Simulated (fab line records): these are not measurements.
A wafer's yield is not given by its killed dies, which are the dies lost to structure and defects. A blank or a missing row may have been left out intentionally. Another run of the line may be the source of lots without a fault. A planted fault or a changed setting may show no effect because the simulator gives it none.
Comparing a struck lot with a sound one ; flow nand_harc ; 15 out of 1159 route steps
Sound: the wafers L957.3, L957.4, L957.5. Struck: wafer L961.5 (left out: L961.2, L961.4 of the same lot, which were not struck); the cause appears at the end.
Per side, at each step with rows, come the tool, then ch with its chambers, and then its first start. Under that, the readings that differ: sound wafers ; struck wafers ; difference of the means ; sigmas: that difference in standard deviations of wafers without a fault.
alike: readings whose means differ by less than 2 such deviations, and words and numbers that are the same on both sides. not compared: withheld readings, readings that some wafer has no value for, bounds like >300 that may hide the same value, and numbers for which the record gives no deviation and whose values overlap.
A row with sigmas, a row that says differs or no value, or rows on one side alone: a step with any of these is where the two part. Numbers that don't overlap but have no deviation are shown without sigmas and don't part them. A reading missing from all wafers of one side parts the sides only when that side holds two or more wafers.

NHARC_THIN_TSV_DEP_43: deposits SiO2, target thk 1328.5 nm.
  sound on pecvd-03 ch 0,1,2, day 19 18:28; struck on pecvd-01 ch 2, day 21 09:01
  alike: chamber_pressure_Torr, throttle_valve_pct
then, 8 steps without rows for these wafers: NHARC_THIN_TSV_DEHYDRATE_04 (time 120 s); NHARC_THIN_TSV_HMDS_05 (time 30 s); NHARC_THIN_TSV_COAT_06; NHARC_THIN_TSV_SOFTBAKE_07 (time 95 s); NHARC_THIN_TSV_EBR_08; NHARC_THIN_TSV_EXPOSE_09 (exposes mask TSV); NHARC_THIN_TSV_PEB_10 (peb time 85 s); NHARC_THIN_TSV_DEVELOP_11 (time 70 s).
NHARC_THIN_TSV_CD_MEAS_12 targets a cd of 1000 nm.
  sound on cd_sem-02 ch 0, day 19 19:05; struck on cd_sem-02 ch 0, day 21 09:51
  alike: cd_nm
then, 1 step without rows for these wafers: NHARC_THIN_TSV_HARDBAKE_13 (time 80 s).
NHARC_THIN_TSV_DESCUM_14: chemistry O2, time 3 s.
  sound on rie_diel-09 ch 1,3, day 19 19:16; struck on rie_diel-05 ch 0, day 21 10:01
reading;sound;struck;difference;sigmas
drypump_motor_current_A (A);6.5 5.9 6.5;5.0;-1.3;-3
rf_vpp_V (V);58.1 59.0 57.7;56.3;-2.0;-2
  alike: oes_product_au, showerhead_plenum_p_Torr, throttle_valve_pct
  not compared: rf_hours_counter_h
NHARC_THIN_TSV_ETCH_44: etches the open film in CF4/O2, target depth 1594.2 nm, time 797.1 s.
  sound on rie_diel-09 ch 1,3, day 19 19:25; struck on rie_diel-05 ch 0, day 21 10:09
reading;sound;struck;difference;sigmas
drypump_motor_current_A (A);6.5 5.8 6.5;5.0;-1.3;-3
oes_product_au (a.u.);1.008 1.000 1.001;0.856;-0.147;-15
  alike: rf_vpp_V, showerhead_plenum_p_Torr, throttle_valve_pct
  not compared: rf_hours_counter_h
NHARC_THIN_TSV_ETCH_15: target depth 3000 nm, bosch target overetch cycles 2, bosch etch step 2.8 s.
  sound on rie_si-03 ch 0,1, day 19 20:02; struck on rie_si-04 ch 2, day 21 10:40
reading;sound;struck;difference;sigmas
drypump_motor_current_A (A);4.8 6.0 4.8;6.5;+1.3;+2
  not compared: rf_hours_counter_h
NHARC_END_SORT_01:
  the record has rows for the struck wafers here (prober-01 ch 0, day 22 12:56) and none for the sound ones

== WHERE THEY PART ==
Earliest at NHARC_THIN_TSV_DESCUM_14; latest, in this record, at NHARC_END_SORT_01.

WHY: the cause the simulator had injected
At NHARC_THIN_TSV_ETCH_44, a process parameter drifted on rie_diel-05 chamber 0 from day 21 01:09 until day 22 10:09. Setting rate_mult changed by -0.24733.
